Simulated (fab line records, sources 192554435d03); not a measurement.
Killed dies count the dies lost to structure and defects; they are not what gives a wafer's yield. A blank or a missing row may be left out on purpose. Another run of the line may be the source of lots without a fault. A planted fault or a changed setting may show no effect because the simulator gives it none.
fab line records / flow n5_finfet
[record] lots = 5 wafers = 15 last_day = 17
route steps=1938 shown TV_LITHO@1875 TV_OPEN@1887 PASSIVATION@1936
lots with no fault: from the same line, run without faults
start_h: the number of hours between the record's first day and the start of the first shown wafer of the lot / wait_h: hours since the lot's step before / " repeats the value in the row above / L1.1+2: one row covering several wafers at once / - value missing, or start not given / * or withheld: withheld / < > ~ a bound
route shown NAME@n: a module of which the file shows steps, and the number in the route of the first / usual: mean and standard deviation over wafers with no fault / same: alike in all rows / chamber/n: place in a boat / sites: per-site readings / _std_site: how widely they spread, as a standard deviation / _edge_site: mean of outer sites minus mean of inner sites / radius_mm: how far each site lies from the wafer's centre / mask NAME#n: copy n / behind: the last tool/chamber to shape the wafer / hold: reason for holding the lot/hours on hold/outcome of the hold / device: which transistor (n, p or np) failed to switch / end of line: the same wafers' tests at the end of the route / a step given without rows: its recipe and nothing more / killed: count of dies lost to structure and defects at first sort (not the wafer's yield) / map: a wafer's dies, x killed, . not, _ none there
set.NAME: the setting as run; set.NAME@STEP: as run at that earlier step / model.NAME: the simulator's own value behind a step, which no gauge read
lots at selected steps of the route; one table per step, one row per wafer
services: the hour from which a tool's chamber was out of use, counted from the record's first day as start_h (under 0 if before that day), plus the number of hours and why
[[steps]]
[step N5_PASSIVATION_HMDS_03]
[recipe] time_s = 60 temp_c = 120
[step N5_PASSIVATION_COAT_04]
[recipe] spin_rpm = * resist_thk_nm = *
[step N5_PASSIVATION_EBR_06]
[recipe] solvent = PGMEA ebr_width_mm = 1.5
[step N5_PASSIVATION_SOFTBAKE_05]
[recipe] temp_c = 100 time_s = 90
[step N5_PASSIVATION_EXPOSE_07]
[recipe] mask_id = TV na = 0.55 source_shape = conventional sigma_outer = 0.8 polarization = unpolarized defocus_nm = 0 target_cd_nm = 3000 dose_mj = 22.75
[step N5_PASSIVATION_PEB_08]
[recipe] peb_temp_c = withheld peb_time_s = *
[step N5_PASSIVATION_DEVELOP_09]
[recipe] develop_time_s = 60 rinse_liquid = diw dry = air_spin dev_temp_c = 21
[step N5_PASSIVATION_HARDBAKE_11]
[recipe] temp_c = 130 time_s = 120
[step N5_PASSIVATION_CD_MEAS_10]
[recipe] target_cd_nm = 3000 landing_energy_ev = 500 detector = se_inlens
[usual] cd_nm = 3000.0/2.4
lot.wafer=L149.1 tool=cd_sem-01 chamber=0 start_h=304.32 wait_h=- cd_nm=3000.3
lot.wafer=L149.4 tool=cd_sem-01 chamber=0 start_h=304.32 wait_h=- cd_nm=3004.1
lot.wafer=L149.6 tool=cd_sem-01 chamber=0 start_h=304.32 wait_h=- cd_nm=3001.3
lot.wafer=L151.2 tool=cd_sem-03 chamber=0 start_h=316.52 wait_h=- cd_nm=3003.3
lot.wafer=L151.3 tool=cd_sem-03 chamber=0 start_h=316.52 wait_h=- cd_nm=2997.1
lot.wafer=L151.4 tool=cd_sem-03 chamber=0 start_h=316.52 wait_h=- cd_nm=3002.8
lot.wafer=L152.3 tool=cd_sem-03 chamber=0 start_h=319.85 wait_h=- cd_nm=3000.6
lot.wafer=L152.5 tool=cd_sem-03 chamber=0 start_h=319.85 wait_h=- cd_nm=3002.7
lot.wafer=L152.6 tool=cd_sem-03 chamber=0 start_h=319.85 wait_h=- cd_nm=2999.4
lot.wafer=L163.2 tool=cd_sem-03 chamber=0 start_h=391.29 wait_h=- cd_nm=2996.9
lot.wafer=L163.3 tool=cd_sem-03 chamber=0 start_h=391.29 wait_h=- cd_nm=2997.4
lot.wafer=L163.4 tool=cd_sem-03 chamber=0 start_h=391.29 wait_h=- cd_nm=3001.6
lot.wafer=L165.2 tool=cd_sem-03 chamber=0 start_h=408.71 wait_h=- cd_nm=2997.5
lot.wafer=L165.4 tool=cd_sem-03 chamber=0 start_h=408.71 wait_h=- cd_nm=2997.3
lot.wafer=L165.6 tool=cd_sem-03 chamber=0 start_h=408.71 wait_h=- cd_nm=2994.4
[step N5_PASSIVATION_OVL_MEAS_60]
[recipe] points_per_wafer = 44
[usual] TV_OVL = 1/5.6
lot.wafer=L149.1 tool=overlay-02 chamber=0 start_h=304.35 wait_h=0.0 TV_OVL[nm]=-6
lot.wafer=L149.4 tool=overlay-02 chamber=0 start_h=304.35 wait_h=0.0 TV_OVL[nm]=9
lot.wafer=L149.6 tool=overlay-02 chamber=0 start_h=304.35 wait_h=0.0 TV_OVL[nm]=10
lot.wafer=L151.2 tool=overlay-01 chamber=0 start_h=316.55 wait_h=0.0 TV_OVL[nm]=13
lot.wafer=L151.3 tool=overlay-01 chamber=0 start_h=316.55 wait_h=0.0 TV_OVL[nm]=11
lot.wafer=L151.4 tool=overlay-01 chamber=0 start_h=316.55 wait_h=0.0 TV_OVL[nm]=9
lot.wafer=L152.3 tool=overlay-01 chamber=0 start_h=319.88 wait_h=0.0 TV_OVL[nm]=-6
lot.wafer=L152.5 tool=overlay-01 chamber=0 start_h=319.88 wait_h=0.0 TV_OVL[nm]=5
lot.wafer=L152.6 tool=overlay-01 chamber=0 start_h=319.88 wait_h=0.0 TV_OVL[nm]=4
lot.wafer=L163.2 tool=overlay-01 chamber=0 start_h=391.32 wait_h=0.0 TV_OVL[nm]=-2
lot.wafer=L163.3 tool=overlay-01 chamber=0 start_h=391.32 wait_h=0.0 TV_OVL[nm]=-1
lot.wafer=L163.4 tool=overlay-01 chamber=0 start_h=391.32 wait_h=0.0 TV_OVL[nm]=-2
lot.wafer=L165.2 tool=overlay-01 chamber=0 start_h=408.75 wait_h=0.0 TV_OVL[nm]=1
lot.wafer=L165.4 tool=overlay-01 chamber=0 start_h=408.75 wait_h=0.0 TV_OVL[nm]=-8
lot.wafer=L165.6 tool=overlay-01 chamber=0 start_h=408.75 wait_h=0.0 TV_OVL[nm]=2
[step N5_PASSIVATION_INSPECT_61]
[recipe] mode = adi inspect_instrument = macro
[usual] raw_defect_count = 2.0/1.4
lot.wafer=L149.1 tool=defect_inspect-02 chamber=- start_h=304.37 wait_h=0.0 raw_defect_count=1
lot.wafer=L149.4 tool=defect_inspect-02 chamber=- start_h=304.37 wait_h=0.0 raw_defect_count=1
lot.wafer=L149.6 tool=defect_inspect-02 chamber=- start_h=304.37 wait_h=0.0 raw_defect_count=1
lot.wafer=L151.2 tool=defect_inspect-01 chamber=- start_h=316.57 wait_h=0.0 raw_defect_count=2
lot.wafer=L151.3 tool=defect_inspect-01 chamber=- start_h=316.57 wait_h=0.0 raw_defect_count=1
lot.wafer=L151.4 tool=defect_inspect-01 chamber=- start_h=316.57 wait_h=0.0 raw_defect_count=1
lot.wafer=L152.3 tool=defect_inspect-01 chamber=- start_h=319.90 wait_h=0.0 raw_defect_count=0
lot.wafer=L152.5 tool=defect_inspect-01 chamber=- start_h=319.90 wait_h=0.0 raw_defect_count=2
lot.wafer=L152.6 tool=defect_inspect-01 chamber=- start_h=319.90 wait_h=0.0 raw_defect_count=6
lot.wafer=L163.2 tool=defect_inspect-01 chamber=- start_h=391.34 wait_h=0.0 raw_defect_count=3
lot.wafer=L163.3 tool=defect_inspect-01 chamber=- start_h=391.34 wait_h=0.0 raw_defect_count=2
lot.wafer=L163.4 tool=defect_inspect-01 chamber=- start_h=391.34 wait_h=0.0 raw_defect_count=3
lot.wafer=L165.2 tool=defect_inspect-02 chamber=- start_h=408.77 wait_h=0.0 raw_defect_count=1
lot.wafer=L165.4 tool=defect_inspect-02 chamber=- start_h=408.77 wait_h=0.0 raw_defect_count=1
lot.wafer=L165.6 tool=defect_inspect-02 chamber=- start_h=408.77 wait_h=0.0 raw_defect_count=0
[step N5_PASSIVATION_DESCUM_12]
[recipe] chemistry = O2 time_s = 7.9 source_power_w = 50 bias_power_w = 20 pressure_mtorr = 20 rf_frequency_hz = 2.712e+07 temp_c = 40 o2_flow_sccm = 225
[usual] drypump_motor_current_A = 5.6/0.5 oes_product_au = 0.82/0.096 rf_vpp_V = 243.0/1.4 showerhead_plenum_p_Torr = 2.09/0.085 throttle_valve_pct = 20.3/0.31
lot.wafer=L149.1 tool=rie_diel-04 chamber=3 start_h=304.63 wait_h=0.3 drypump_motor_current_A=6.1 oes_product_au=0.73 rf_hours_counter_h=167 rf_vpp_V=240.1 showerhead_plenum_p_Torr=2.01 throttle_valve_pct=20.5
lot.wafer=L149.4 tool=rie_diel-04 chamber=3 start_h=304.63 wait_h=0.3 drypump_motor_current_A=6.1 oes_product_au=0.73 rf_hours_counter_h=- rf_vpp_V=241.7 showerhead_plenum_p_Torr=2.01 throttle_valve_pct=20.5
lot.wafer=L149.6 tool=rie_diel-04 chamber=1 start_h=304.63 wait_h=0.3 drypump_motor_current_A=5.0 oes_product_au=0.68 rf_hours_counter_h=- rf_vpp_V=241.0 showerhead_plenum_p_Torr=1.99 throttle_valve_pct=20.5
lot.wafer=L151.2 tool=rie_diel-05 chamber=0 start_h=316.67 wait_h=0.1 drypump_motor_current_A=5.5 oes_product_au=0.83 rf_hours_counter_h=90 rf_vpp_V=243.2 showerhead_plenum_p_Torr=2.11 throttle_valve_pct=19.9
lot.wafer=L151.3 tool=rie_diel-05 chamber=2 start_h=316.67 wait_h=0.1 drypump_motor_current_A=5.7 oes_product_au=0.96 rf_hours_counter_h=14 rf_vpp_V=243.8 showerhead_plenum_p_Torr=2.14 throttle_valve_pct=19.8
lot.wafer=L151.4 tool=rie_diel-05 chamber=3 start_h=316.67 wait_h=0.1 drypump_motor_current_A=5.0 oes_product_au=0.90 rf_hours_counter_h=36 rf_vpp_V=241.8 showerhead_plenum_p_Torr=2.02 throttle_valve_pct=19.6
lot.wafer=L152.3 tool=rie_diel-03 chamber=3 start_h=319.94 wait_h=0.0 drypump_motor_current_A=5.4 oes_product_au=0.89 rf_hours_counter_h=41 rf_vpp_V=243.1 showerhead_plenum_p_Torr=2.05 throttle_valve_pct=20.5
lot.wafer=L152.5 tool=rie_diel-03 chamber=3 start_h=319.94 wait_h=0.0 drypump_motor_current_A=5.4 oes_product_au=0.89 rf_hours_counter_h=- rf_vpp_V=242.9 showerhead_plenum_p_Torr=2.05 throttle_valve_pct=20.5
lot.wafer=L152.6 tool=rie_diel-03 chamber=0 start_h=319.94 wait_h=0.0 drypump_motor_current_A=5.7 oes_product_au=0.91 rf_hours_counter_h=- rf_vpp_V=243.7 showerhead_plenum_p_Torr=2.06 throttle_valve_pct=20.4
lot.wafer=L163.2 tool=rie_diel-05 chamber=1 start_h=391.38 wait_h=0.0 drypump_motor_current_A=5.8 oes_product_au=0.89 rf_hours_counter_h=43 rf_vpp_V=244.9 showerhead_plenum_p_Torr=2.22 throttle_valve_pct=20.1
lot.wafer=L163.3 tool=rie_diel-05 chamber=2 start_h=391.38 wait_h=0.0 drypump_motor_current_A=5.7 oes_product_au=0.90 rf_hours_counter_h=35 rf_vpp_V=243.8 showerhead_plenum_p_Torr=2.13 throttle_valve_pct=19.8
lot.wafer=L163.4 tool=rie_diel-05 chamber=3 start_h=391.38 wait_h=0.0 drypump_motor_current_A=5.0 oes_product_au=0.85 rf_hours_counter_h=56 rf_vpp_V=243.0 showerhead_plenum_p_Torr=2.02 throttle_valve_pct=19.7
lot.wafer=L165.2 tool=rie_diel-04 chamber=2 start_h=409.00 wait_h=0.2 drypump_motor_current_A=6.3 oes_product_au=0.90 rf_hours_counter_h=35 rf_vpp_V=241.6 showerhead_plenum_p_Torr=2.05 throttle_valve_pct=20.5
lot.wafer=L165.4 tool=rie_diel-04 chamber=0 start_h=409.00 wait_h=0.2 drypump_motor_current_A=5.1 oes_product_au=0.93 rf_hours_counter_h=26 rf_vpp_V=245.0 showerhead_plenum_p_Torr=2.22 throttle_valve_pct=20.0
lot.wafer=L165.6 tool=rie_diel-04 chamber=2 start_h=409.00 wait_h=0.2 drypump_motor_current_A=6.3 oes_product_au=0.90 rf_hours_counter_h=- rf_vpp_V=241.8 showerhead_plenum_p_Torr=2.05 throttle_valve_pct=20.5
[step N5_PASSIVATION_PASS_ETCH_74]
[recipe] chemistry = CF4/O2 target = SiNx target_depth_a = 2200 time_s = 110 ion_energy_ev = 100 pressure_mtorr = 40 source_w = 535 bias_w = 49 Ar_flow_sccm = 100 cf4_flow_sccm = 100 O2_flow_sccm = 10
[usual] cf4_flow_sccm = 100.0/0.33 drypump_motor_current_A = 5.6/0.5 mfc_ar_sccm = 99.96/0.29 oes_o_777_au = 0.82/0.088 oes_product_au = 0.82/0.095 rf_vpp_V = 238/4.6 showerhead_plenum_p_Torr = 2.19/0.081 throttle_valve_pct = 15.81/0.28
lot.wafer=L149.1 tool=rie_diel-04 chamber=3 start_h=304.70 wait_h=0.0 cf4_flow_sccm=100.0 drypump_motor_current_A=6.0 mfc_ar_sccm=99.54 oes_o_777_au=0.74 oes_product_au=0.74 rf_hours_counter_h=167 rf_vpp_V=234 showerhead_plenum_p_Torr=2.12 throttle_valve_pct=16.10
lot.wafer=L149.4 tool=rie_diel-04 chamber=3 start_h=304.70 wait_h=0.0 cf4_flow_sccm=100.1 drypump_motor_current_A=6.1 mfc_ar_sccm=99.86 oes_o_777_au=0.74 oes_product_au=0.74 rf_hours_counter_h=- rf_vpp_V=234 showerhead_plenum_p_Torr=2.11 throttle_valve_pct=16.11
lot.wafer=L149.6 tool=rie_diel-04 chamber=1 start_h=304.70 wait_h=0.0 cf4_flow_sccm=100.4 drypump_motor_current_A=5.0 mfc_ar_sccm=100.22 oes_o_777_au=0.71 oes_product_au=0.69 rf_hours_counter_h=- rf_vpp_V=232 showerhead_plenum_p_Torr=2.10 throttle_valve_pct=16.07
lot.wafer=L151.2 tool=rie_diel-05 chamber=0 start_h=316.74 wait_h=0.0 cf4_flow_sccm=100.0 drypump_motor_current_A=5.5 mfc_ar_sccm=99.93 oes_o_777_au=0.83 oes_product_au=0.82 rf_hours_counter_h=90 rf_vpp_V=240 showerhead_plenum_p_Torr=2.22 throttle_valve_pct=15.55
lot.wafer=L151.3 tool=rie_diel-05 chamber=2 start_h=316.74 wait_h=0.0 cf4_flow_sccm=99.8 drypump_motor_current_A=5.7 mfc_ar_sccm=99.82 oes_o_777_au=0.94 oes_product_au=0.95 rf_hours_counter_h=14 rf_vpp_V=241 showerhead_plenum_p_Torr=2.26 throttle_valve_pct=15.45
lot.wafer=L151.4 tool=rie_diel-05 chamber=3 start_h=316.74 wait_h=0.0 cf4_flow_sccm=99.9 drypump_motor_current_A=5.0 mfc_ar_sccm=99.53 oes_o_777_au=0.88 oes_product_au=0.91 rf_hours_counter_h=36 rf_vpp_V=233 showerhead_plenum_p_Torr=2.15 throttle_valve_pct=15.34
lot.wafer=L152.3 tool=rie_diel-03 chamber=3 start_h=320.00 wait_h=0.0 cf4_flow_sccm=100.1 drypump_motor_current_A=5.5 mfc_ar_sccm=100.26 oes_o_777_au=0.88 oes_product_au=0.90 rf_hours_counter_h=41 rf_vpp_V=235 showerhead_plenum_p_Torr=2.16 throttle_valve_pct=15.93
lot.wafer=L152.5 tool=rie_diel-03 chamber=3 start_h=320.00 wait_h=0.0 cf4_flow_sccm=99.4 drypump_motor_current_A=5.4 mfc_ar_sccm=100.50 oes_o_777_au=0.88 oes_product_au=0.89 rf_hours_counter_h=- rf_vpp_V=236 showerhead_plenum_p_Torr=2.16 throttle_valve_pct=15.93
lot.wafer=L152.6 tool=rie_diel-03 chamber=0 start_h=320.00 wait_h=0.0 cf4_flow_sccm=100.2 drypump_motor_current_A=5.6 mfc_ar_sccm=99.98 oes_o_777_au=0.91 oes_product_au=0.92 rf_hours_counter_h=- rf_vpp_V=234 showerhead_plenum_p_Torr=2.16 throttle_valve_pct=15.83
lot.wafer=L163.2 tool=rie_diel-05 chamber=1 start_h=391.44 wait_h=0.0 cf4_flow_sccm=99.7 drypump_motor_current_A=5.8 mfc_ar_sccm=99.90 oes_o_777_au=0.89 oes_product_au=0.86 rf_hours_counter_h=43 rf_vpp_V=243 showerhead_plenum_p_Torr=2.32 throttle_valve_pct=15.55
lot.wafer=L163.3 tool=rie_diel-05 chamber=2 start_h=391.44 wait_h=0.0 cf4_flow_sccm=77.4 drypump_motor_current_A=5.7 mfc_ar_sccm=99.99 oes_o_777_au=1.17 oes_product_au=0.88 rf_hours_counter_h=35 rf_vpp_V=235 showerhead_plenum_p_Torr=2.09 throttle_valve_pct=14.56
lot.wafer=L163.4 tool=rie_diel-05 chamber=3 start_h=391.44 wait_h=0.0 cf4_flow_sccm=100.9 drypump_motor_current_A=5.0 mfc_ar_sccm=100.01 oes_o_777_au=0.86 oes_product_au=0.88 rf_hours_counter_h=56 rf_vpp_V=231 showerhead_plenum_p_Torr=2.14 throttle_valve_pct=15.37
lot.wafer=L165.2 tool=rie_diel-04 chamber=2 start_h=409.06 wait_h=0.0 cf4_flow_sccm=100.0 drypump_motor_current_A=6.3 mfc_ar_sccm=99.68 oes_o_777_au=0.92 oes_product_au=0.93 rf_hours_counter_h=35 rf_vpp_V=231 showerhead_plenum_p_Torr=2.16 throttle_valve_pct=15.96
lot.wafer=L165.4 tool=rie_diel-04 chamber=0 start_h=409.06 wait_h=0.0 cf4_flow_sccm=99.7 drypump_motor_current_A=5.1 mfc_ar_sccm=100.71 oes_o_777_au=0.90 oes_product_au=0.93 rf_hours_counter_h=26 rf_vpp_V=244 showerhead_plenum_p_Torr=2.33 throttle_valve_pct=15.56
lot.wafer=L165.6 tool=rie_diel-04 chamber=2 start_h=409.06 wait_h=0.0 cf4_flow_sccm=100.0 drypump_motor_current_A=6.3 mfc_ar_sccm=99.45 oes_o_777_au=0.92 oes_product_au=0.93 rf_hours_counter_h=- rf_vpp_V=230 showerhead_plenum_p_Torr=2.16 throttle_valve_pct=15.98
[step N5_PASSIVATION_VIA_ETCH_13]
[recipe] chemistry = CHF3/O2 target = SiO2 target_depth_a = 6600 CHF3_flow_sccm = 50 O2_flow_sccm = 5 Ar_flow_sccm = 200 time_s = 330 mask_material = PR pressure_mtorr = 30 source_w = 650 bias_w = 170 ion_energy_ev = 200 ends = cleared
[usual] drypump_motor_current_A = 5.6/0.5 etch_rf_on_time_s = 236/5.6 mfc_ar_sccm = 200.1/0.65 oes_o_777_au = 0.82/0.09 oes_product_au = 0.74/0.084 rf_vpp_V = 517/9.8 showerhead_plenum_p_Torr = 2.40/0.095 throttle_valve_pct = 18.68/0.26
lot.wafer=L149.1 tool=rie_diel-04 chamber=3 start_h=304.79 wait_h=0.0 drypump_motor_current_A=6.1 etch_rf_on_time_s=235 mfc_ar_sccm=200.9 oes_o_777_au=0.74 oes_product_au=0.66 rf_hours_counter_h=167 rf_vpp_V=508 showerhead_plenum_p_Torr=2.30 throttle_valve_pct=18.90
lot.wafer=L149.4 tool=rie_diel-04 chamber=3 start_h=304.79 wait_h=0.0 drypump_motor_current_A=6.1 etch_rf_on_time_s=234 mfc_ar_sccm=201.8 oes_o_777_au=0.74 oes_product_au=0.67 rf_hours_counter_h=- rf_vpp_V=508 showerhead_plenum_p_Torr=2.30 throttle_valve_pct=18.91
lot.wafer=L149.6 tool=rie_diel-04 chamber=1 start_h=304.79 wait_h=0.0 drypump_motor_current_A=5.0 etch_rf_on_time_s=244 mfc_ar_sccm=200.3 oes_o_777_au=0.70 oes_product_au=0.62 rf_hours_counter_h=- rf_vpp_V=504 showerhead_plenum_p_Torr=2.30 throttle_valve_pct=18.95
lot.wafer=L151.2 tool=rie_diel-05 chamber=0 start_h=316.83 wait_h=0.0 drypump_motor_current_A=5.5 etch_rf_on_time_s=236 mfc_ar_sccm=200.6 oes_o_777_au=0.82 oes_product_au=0.74 rf_hours_counter_h=90 rf_vpp_V=524 showerhead_plenum_p_Torr=2.43 throttle_valve_pct=18.44
lot.wafer=L151.3 tool=rie_diel-05 chamber=2 start_h=316.83 wait_h=0.0 drypump_motor_current_A=5.7 etch_rf_on_time_s=234 mfc_ar_sccm=199.9 oes_o_777_au=0.94 oes_product_au=0.85 rf_hours_counter_h=14 rf_vpp_V=522 showerhead_plenum_p_Torr=2.46 throttle_valve_pct=18.29
lot.wafer=L151.4 tool=rie_diel-05 chamber=3 start_h=316.83 wait_h=0.0 drypump_motor_current_A=5.0 etch_rf_on_time_s=232 mfc_ar_sccm=200.7 oes_o_777_au=0.90 oes_product_au=0.83 rf_hours_counter_h=36 rf_vpp_V=505 showerhead_plenum_p_Torr=2.35 throttle_valve_pct=18.22
lot.wafer=L152.3 tool=rie_diel-03 chamber=3 start_h=320.09 wait_h=0.0 drypump_motor_current_A=5.4 etch_rf_on_time_s=224 mfc_ar_sccm=201.2 oes_o_777_au=0.89 oes_product_au=0.79 rf_hours_counter_h=41 rf_vpp_V=513 showerhead_plenum_p_Torr=2.36 throttle_valve_pct=18.85
lot.wafer=L152.5 tool=rie_diel-03 chamber=3 start_h=320.09 wait_h=0.0 drypump_motor_current_A=5.4 etch_rf_on_time_s=225 mfc_ar_sccm=200.7 oes_o_777_au=0.89 oes_product_au=0.79 rf_hours_counter_h=- rf_vpp_V=512 showerhead_plenum_p_Torr=2.36 throttle_valve_pct=18.84
lot.wafer=L152.6 tool=rie_diel-03 chamber=0 start_h=320.09 wait_h=0.0 drypump_motor_current_A=5.6 etch_rf_on_time_s=229 mfc_ar_sccm=199.8 oes_o_777_au=0.92 oes_product_au=0.81 rf_hours_counter_h=- rf_vpp_V=511 showerhead_plenum_p_Torr=2.35 throttle_valve_pct=18.70
lot.wafer=L163.2 tool=rie_diel-05 chamber=1 start_h=391.53 wait_h=0.0 drypump_motor_current_A=5.8 etch_rf_on_time_s=243 mfc_ar_sccm=200.2 oes_o_777_au=0.87 oes_product_au=0.78 rf_hours_counter_h=43 rf_vpp_V=525 showerhead_plenum_p_Torr=2.56 throttle_valve_pct=18.54
lot.wafer=L163.3 tool=rie_diel-05 chamber=2 start_h=391.53 wait_h=0.0 drypump_motor_current_A=5.7 etch_rf_on_time_s=233 mfc_ar_sccm=200.0 oes_o_777_au=0.89 oes_product_au=0.81 rf_hours_counter_h=35 rf_vpp_V=523 showerhead_plenum_p_Torr=2.45 throttle_valve_pct=18.32
lot.wafer=L163.4 tool=rie_diel-05 chamber=3 start_h=391.53 wait_h=0.0 drypump_motor_current_A=5.0 etch_rf_on_time_s=239 mfc_ar_sccm=198.8 oes_o_777_au=0.87 oes_product_au=0.78 rf_hours_counter_h=56 rf_vpp_V=506 showerhead_plenum_p_Torr=2.34 throttle_valve_pct=18.26
lot.wafer=L165.2 tool=rie_diel-04 chamber=2 start_h=409.15 wait_h=0.0 drypump_motor_current_A=6.3 etch_rf_on_time_s=231 mfc_ar_sccm=199.7 oes_o_777_au=0.92 oes_product_au=0.81 rf_hours_counter_h=36 rf_vpp_V=506 showerhead_plenum_p_Torr=2.35 throttle_valve_pct=18.84
lot.wafer=L165.4 tool=rie_diel-04 chamber=0 start_h=409.15 wait_h=0.0 drypump_motor_current_A=5.1 etch_rf_on_time_s=225 mfc_ar_sccm=198.7 oes_o_777_au=0.92 oes_product_au=0.83 rf_hours_counter_h=26 rf_vpp_V=528 showerhead_plenum_p_Torr=2.54 throttle_valve_pct=18.41
lot.wafer=L165.6 tool=rie_diel-04 chamber=2 start_h=409.15 wait_h=0.0 drypump_motor_current_A=6.3 etch_rf_on_time_s=234 mfc_ar_sccm=200.5 oes_o_777_au=0.93 oes_product_au=0.82 rf_hours_counter_h=- rf_vpp_V=505 showerhead_plenum_p_Torr=2.35 throttle_valve_pct=18.86
[step N5_PASSIVATION_PROBE_49]
[usual] defect_limited_yield = 91.5/1.6 killed_at_M0_to_M3 = 33/10 killed_at_M4_up = 13/5.6 killed_at_contacts = 13/6 killed_at_front_end = 39/12 killed_at_other = 3.0/2.8 killed_dies = 101/19 killed_open = 65/13 killed_short = 32/8.3 sort_bin_5_function = 5.0/1 sort_bin_6_memory = 3.1/0.69 sort_n_pass = 1079/19 sort_yield_pct = 91.5/1.6
[same] gross_dies = 1180 killed_at_back_side = 0 sort_bin_4_leakage[%] = 0 sort_bin_8_speed[%] = 0
lot.wafer=L163.4 tool=prober-01 chamber=- start_h=398.08 wait_h=0.2 defect_limited_yield[%]=86.9 killed_at_M0_to_M3=47 killed_at_M4_up=18 killed_at_contacts=31 killed_at_front_end=57 killed_at_other=1 killed_dies=154 killed_open=89 killed_short=53 sort_bin_5_function[%]=7.1 sort_bin_6_memory[%]=4.7 sort_n_pass=1026 sort_yield_pct[%]=86.9
// killed by level:class
L163.4 MOL_CONTACT_COAG:geometric_particle:open=28 BEOL_M0_SAQP:geometric_particle:short=15 STI_FIN_REVEAL:geometric_particle:open=14 BEOL_M0_SAQP:geometric_particle:open=10 HKMG_FIN:area_etch=10 BEOL_M2:geometric_particle:open=7 FIN_SAQP:geometric_particle:short=6 GATE_CUT:geometric_particle:short=6
[[services]]
tool=rie_diel-04 chamber=2 start_h=287.02 hours=- kind=clean
tool=rie_diel-04 chamber=2 start_h=287.02 hours=- kind=consumable_replace:focus_ring
tool=rie_diel-04 chamber=0 start_h=309.21 hours=- kind=clean
tool=rie_diel-04 chamber=0 start_h=309.21 hours=- kind=consumable_replace:esc
tool=rie_diel-04 chamber=0 start_h=309.21 hours=- kind=consumable_replace:focus_ring
tool=rie_diel-04 chamber=0 start_h=309.21 hours=- kind=consumable_replace:showerhead
tool=rie_diel-04 chamber=0 start_h=309.21 hours=25.9 kind=scheduled_down
tool=rie_diel-04 chamber=0 start_h=309.21 hours=25.9 kind=vent_cycle
tool=rie_diel-03 chamber=1 start_h=342.20 hours=1.8 kind=repair
tool=rie_diel-04 chamber=1 start_h=359.38 hours=18.2 kind=repair
tool=rie_diel-05 chamber=3 start_h=367.83 hours=2.5 kind=repair
tool=rie_diel-03 chamber=3 start_h=370.70 hours=7.7 kind=repair
tool=rie_diel-04 chamber=2 start_h=385.79 hours=2.7 kind=repair
tool=rie_diel-03 chamber=3 start_h=389.13 hours=16.0 kind=repair
[[key]]
[first_sign] step = N5_PASSIVATION_PASS_ETCH_74 reading = cf4_flow_sccm direction = down sigmas = 68 usual = 100.0 struck = 77.4
[effect] step = N5_PASSIVATION_PASS_ETCH_74 reading = throttle_valve_pct direction = down sigmas = 4.5 usual = * struck = *
met_at N5_PASSIVATION_PASS_ETCH_74
struck_wafers L163.3
[baseline_loss] step = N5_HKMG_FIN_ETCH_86 wafers = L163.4
onset_between 316.74 391.44
[fault] kind = process_parameter_drift tool = rie_diel-05 chamber = 2 onset_h = 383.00 steps = N5_PASSIVATION_PASS_ETCH_74 channel = cf4_flow_sccm offset = -22.5 shape = step end_h = 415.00 acts_in = these_recipes_only stated = 100
// baseline_loss: these wafers lose ten dies or more at that step, a loss of the line's own and not of a fault; the sort's usual values leave them out
